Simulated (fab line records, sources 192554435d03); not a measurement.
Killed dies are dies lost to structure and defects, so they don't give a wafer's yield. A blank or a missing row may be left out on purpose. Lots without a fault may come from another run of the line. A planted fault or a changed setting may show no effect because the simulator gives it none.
fab line records | flow n5_finfet | part 2 of 2: steps 5 to 6 of 6
record lots=23 wafers=69 last_day=17
route steps=1938 shown BEOL_M0_SAQP@664 BEOL_M0@720
lots that met no fault: from a run of the same line without faults
start_h: hours from the record's first day to the start of the lot's first wafer shown | wait_h: hours since the lot's step before | " the same as in the row above | L1.1+2: a row that stands for several wafers | - no value, or no start given | * or withheld: withheld | < > ~ a bound
route shown NAME@n: a module of which the file shows steps, and the number in the route of the first | usual: mean/standard deviation of fault-free wafers | same: alike in all rows | chamber/n: place in a boat | sites: the reading at each site | _std_site: their standard deviation | _edge_site: outer sites' mean less inner sites' | radius_mm: how far each site lies from the wafer's centre | mask NAME#n: copy n | behind: the tool/chamber that last shaped the wafer | hold: why the lot was held/for how many hours/how that ended | device: the transistor (n, p or np) that didn't switch | end of line: the same wafers' tests at the end of the route | a step without rows: its recipe alone | killed: dies lost to structure and defects at the first sort, not the wafer's yield | map: a wafer's dies, x killed, . not, _ none there
set.NAME: the setting as run; set.NAME@STEP: as run at that earlier step | model.NAME: the simulator's own value behind a step, which no gauge read
steps of the route over a sample of lots; a table a step, a row a wafer
services: from which hour (start_h, from the record's first day; less than 0 if before it) a tool's chamber was out of use, for how many hours, and why
## steps
# step N5_BEOL_M0_ETCH_109
# recipe chemistry=CH3F/O2 target_depth_a=80 overetch_a=24 target=SiCN time_s=27.4 ion_energy_ev=120 pressure_mtorr=30 source_w=395 bias_w=75 Ar_flow_sccm=150 CH3F_flow_sccm=30 O2_flow_sccm=20
# usual drypump_motor_current_A=5.7/0.52 oes_product_au=0.67/0.068 rf_vpp_V=297.9/1.4 showerhead_plenum_p_Torr=2.03/0.061 throttle_valve_pct=16.38/0.23
# columns lot.wafer tool chamber start_h wait_h drypump_motor_current_A oes_product_au rf_hours_counter_h rf_vpp_V showerhead_plenum_p_Torr throttle_valve_pct
L074.1 rie_diel-06 3 118.27 0.1 5.8 0.64 142 297.1 1.99 16.47
L074.2 " 0 " " 4.9 0.74 28 296.2 1.95 16.21
L074.3 " 2 " " 6.6 0.61 210 298.7 2.07 16.52
L075.1 rie_diel-06 3 129.01 0.0 5.8 0.64 147 297.0 1.99 16.47
L075.3 " 0 " " 4.9 0.74 32 298.3 1.95 16.20
L075.5 " 2 " " 6.6 0.61 - 298.3 2.06 16.51
L076.1 rie_diel-05 0 136.02 0.0 6.6 0.58 224 297.0 1.99 16.34
L076.4 " 2 " " 5.1 0.60 202 297.7 2.08 16.67
L076.5 " 3 " " 5.7 0.74 - 300.2 2.12 15.92
L077.1 rie_diel-06 3 138.71 0.0 5.8 0.64 150 297.4 1.99 16.49
L077.3 " 2 " " 6.6 0.60 216 298.3 2.06 16.53
L077.5 " 0 " " 4.9 0.74 - 296.6 1.95 16.21
L078.1 rie_diel-05 3 138.81 0.0 5.7 0.75 35 300.9 2.12 15.93
L078.5 " 3 " " 5.7 0.76 - 300.8 2.12 15.95
L078.6 " 2 " " 5.1 0.61 - 297.3 2.08 16.65
L079.1 rie_diel-06 3 148.04 0.0 5.8 0.63 151 299.1 1.99 16.50
L079.3 " 1 " " 5.2 0.65 141 296.9 2.01 16.25
L079.5 " 1 " " 5.1 0.65 - 298.3 2.01 16.25
L080.2 rie_diel-01 0 159.36 0.0 5.1 0.72 54 297.2 1.95 16.32
L080.3 " 2 " " 6.1 0.62 180 298.4 2.08 16.44
L080.6 " 0 " " 5.2 0.71 - 297.0 1.95 16.33
L081.1 rie_diel-06 1 159.50 0.0 5.1 0.64 144 297.7 2.01 16.26
L081.3 " 2 " " 6.6 0.59 222 298.1 2.06 16.52
L081.5 " 1 " " 5.1 0.64 - 297.3 2.01 16.24
L082.2 rie_diel-01 2 168.80 0.1 6.1 0.63 184 298.4 2.07 16.43
L082.3 " 1 " " 5.9 0.82 5 298.4 1.96 16.13
L082.5 " 1 " " 5.9 0.81 - 297.4 1.96 16.11
L083.2 rie_diel-05 2 168.95 0.0 5.1 0.59 213 300.4 2.08 16.70
L083.3 " 3 " " 5.7 0.74 45 300.1 2.11 15.95
L083.6 " 2 " " 5.1 0.59 - 298.2 2.08 16.70
L084.1 rie_diel-01 1 182.73 0.7 5.9 0.80 10 296.8 1.96 16.12
L084.5 " 2 " " 6.1 0.63 - 298.2 2.07 16.46
L084.6 " 3 " " 5.3 0.61 - 298.8 2.07 16.83
L085.2 rie_diel-05 1 189.02 0.0 5.7 0.67 100 299.9 2.09 16.42
L085.3 " 3 " " 5.7 0.72 52 299.7 2.11 15.96
L085.4 " 0 " " 6.5 0.58 241 296.7 1.98 16.39
L086.1 rie_diel-06 2 193.30 0.0 6.6 0.60 232 297.0 2.06 16.55
L086.3 " 0 " " 4.9 0.72 51 296.2 1.94 16.24
L086.4 " 1 " " 5.2 0.64 154 297.8 2.01 16.26
L088.2 rie_diel-05 0 199.73 0.0 6.6 0.58 245 296.9 1.98 16.39
L088.3 " 2 " " 5.1 0.59 226 299.8 2.07 16.71
L088.5 " 0 " " 6.6 0.58 - 297.0 1.98 16.38
L087.2 rie_diel-05 0 202.08 0.0 6.6 0.58 246 295.9 1.98 16.38
L087.3 " 2 " " 5.1 0.59 226 299.2 2.07 16.73
L087.5 " 1 " " 5.8 0.68 - 299.4 2.09 16.43
L089.1 rie_diel-01 3 210.87 0.0 5.3 0.60 216 297.8 2.07 16.86
L089.2 " 2 " " 6.1 0.62 200 298.6 2.07 16.47
L089.3 " 1 " " 5.9 0.78 19 298.0 1.96 16.17
L090.1 rie_diel-01 0 214.44 0.0 5.1 0.69 74 297.7 1.94 16.35
L090.5 " 2 " " 6.1 0.62 - 298.9 2.07 16.48
L090.6 " 1 " " 5.9 0.77 - 296.7 1.96 16.17
L092.1 rie_diel-05 2 220.60 0.1 5.1 0.59 233 298.3 2.07 16.74
L092.2 " 1 " " 5.8 0.66 111 299.6 2.09 16.45
L092.4 " 2 " " 5.1 0.58 - 298.2 2.07 16.73
L093.3 rie_diel-01 3 232.55 0.5 5.2 0.59 224 299.2 2.07 16.86
L093.5 " 2 " " 6.1 0.62 - 297.6 2.07 16.50
L093.6 " 1 " " 5.9 0.77 - 296.2 1.95 16.16
L094.2 rie_diel-05 3 234.84 0.0 5.7 0.70 71 300.2 2.10 16.01
L094.5 " 3 " " 5.7 0.72 - 299.8 2.10 16.01
L094.6 " 1 " " 5.8 0.66 - 298.7 2.09 16.45
L095.1 rie_diel-06 3 241.25 0.2 5.8 0.60 182 296.3 1.98 16.54
L095.2 " 2 " " 6.6 0.59 248 297.3 2.05 16.59
L095.4 " 0 " " 4.9 0.69 67 296.3 1.94 16.26
L096.4 rie_diel-01 2 254.07 0.4 6.1 0.62 215 299.6 2.06 16.52
L096.5 " 1 " " 5.9 0.77 - 296.2 1.95 16.18
L096.6 " 0 " " 5.2 0.69 - 296.7 1.94 16.39
L097.1 rie_diel-05 0 256.60 0.0 6.6 0.83 6 297.0 1.98 15.96
L097.2 " 1 " " 5.7 0.65 125 299.3 2.09 16.47
L097.6 " 2 " " 5.1 0.58 - 298.4 2.07 16.75
# step N5_BEOL_M0_RS_MEAS_126
# recipe thk_meas_gauge=four-point-probe reads=Co_of_BEOL_M0_CO_CAP_123+Cu_of_BEOL_M0_ECD_118+Co_of_BEOL_M0_CVD_115+TaN_of_BEOL_M0_ALD_136
# usual M0_RS=0.534/0.016
# columns lot.wafer tool chamber start_h wait_h M0_RS[ohm/sq]
L074.1 film_metro-01 - 122.13 0.0 0.538
L074.2 " - " " 0.546
L074.3 " - " " 0.529
L075.1 film_metro-01 - 133.27 0.0 0.539
L075.3 " - " " 0.568
L075.5 " - " " 0.535
L076.1 film_metro-02 - 140.71 0.0 0.536
L076.4 " - " " 0.507
L076.5 " - " " 0.519
L077.1 film_metro-01 - 141.21 0.0 0.556
L077.3 " - " " 0.520
L077.5 " - " " 0.537
L078.1 film_metro-02 - 141.86 0.0 0.520
L078.5 " - " " 0.520
L078.6 " - " " 0.507
L079.1 film_metro-01 - 150.41 0.0 0.512
L079.3 " - " " 0.533
L079.5 " - " " 0.513
L080.2 film_metro-01 - 162.19 0.1 0.541
L080.3 " - " " 0.533
L080.6 " - " " 0.522
L081.1 film_metro-01 - 162.46 0.0 0.533
L081.3 " - " " 0.550
L081.5 " - " " 0.549
L082.2 film_metro-01 - 171.70 0.1 0.547
L082.3 " - " " 0.537
L082.5 " - " " 0.533
L083.2 film_metro-01 - 172.13 0.1 0.534
L083.3 " - " " 0.517
L083.6 " - " " 0.523
L084.1 film_metro-02 - 187.53 0.0 0.550
L084.5 " - " " 0.542
L084.6 " - " " 0.549
L085.2 film_metro-01 - 193.37 0.1 0.561
L085.3 " - " " 0.545
L085.4 " - " " 0.530
L086.1 film_metro-02 - 196.21 0.0 0.553
L086.3 " - " " 0.505
L086.4 " - " " 0.521
L088.2 film_metro-01 - 202.48 0.1 0.505
L088.3 " - " " 0.551
L088.5 " - " " 0.545
L087.2 film_metro-01 - 206.24 0.1 0.508
L087.3 " - " " 0.524
L087.5 " - " " 0.517
L089.1 film_metro-01 - 216.10 0.0 0.536
L089.2 " - " " 0.566
L089.3 " - " " 0.536
L090.1 film_metro-01 - 216.93 0.0 0.523
L090.5 " - " " 0.534
L090.6 " - " " 0.526
L092.1 film_metro-01 - 223.02 0.0 0.576
L092.2 " - " " 0.516
L092.4 " - " " 0.518
L093.3 film_metro-01 - 235.53 0.1 0.530
L093.5 " - " " 0.534
L093.6 " - " " 0.540
L094.2 film_metro-01 - 238.14 0.1 0.541
L094.5 " - " " 0.533
L094.6 " - " " 0.517
L095.1 film_metro-02 - 245.32 0.0 0.525
L095.2 " - " " 0.564
L095.4 " - " " 0.532
L096.4 film_metro-01 - 256.70 0.0 0.539
L096.5 " - " " 0.555
L096.6 " - " " 0.514
L097.1 film_metro-01 - 260.82 0.0 0.525
L097.2 " - " " 0.558
L097.6 " - " " 0.536
## services
# columns tool chamber start_h hours kind
rie_diel-02 - 104.66 0.8 repair
rie_diel-05 0 110.92 6.6 repair
rie_diel-06 1 116.06 7.0 repair
rie_diel-04 - 117.44 2.2 repair
rie_diel-03 2 119.39 6.6 repair
rie_diel-02 - 126.83 2.8 pm
rie_diel-01 1 140.38 - clean
rie_diel-01 1 140.38 - consumable_replace:focus_ring
rie_diel-01 1 140.38 15.4 scheduled_down
rie_diel-01 1 140.38 15.4 vent_cycle
rie_diel-01 1 194.65 3.8 repair
rie_diel-05 1 208.51 1.2 repair
rie_diel-02 3 210.65 2.9 repair
rie_diel-05 0 212.49 - clean
rie_diel-05 0 212.49 - consumable_replace:focus_ring
rie_diel-03 0 225.48 - clean
rie_diel-03 0 225.48 - consumable_replace:focus_ring
rie_diel-03 0 225.48 - consumable_replace:showerhead
rie_diel-03 0 225.48 21.1 scheduled_down
rie_diel-03 0 225.48 21.1 vent_cycle
rie_diel-06 - 229.49 2.8 pm
rie_diel-04 2 248.97 8.5 repair
rie_diel-02 3 249.69 7.0 repair
rie_diel-05 1 251.98 3.1 repair
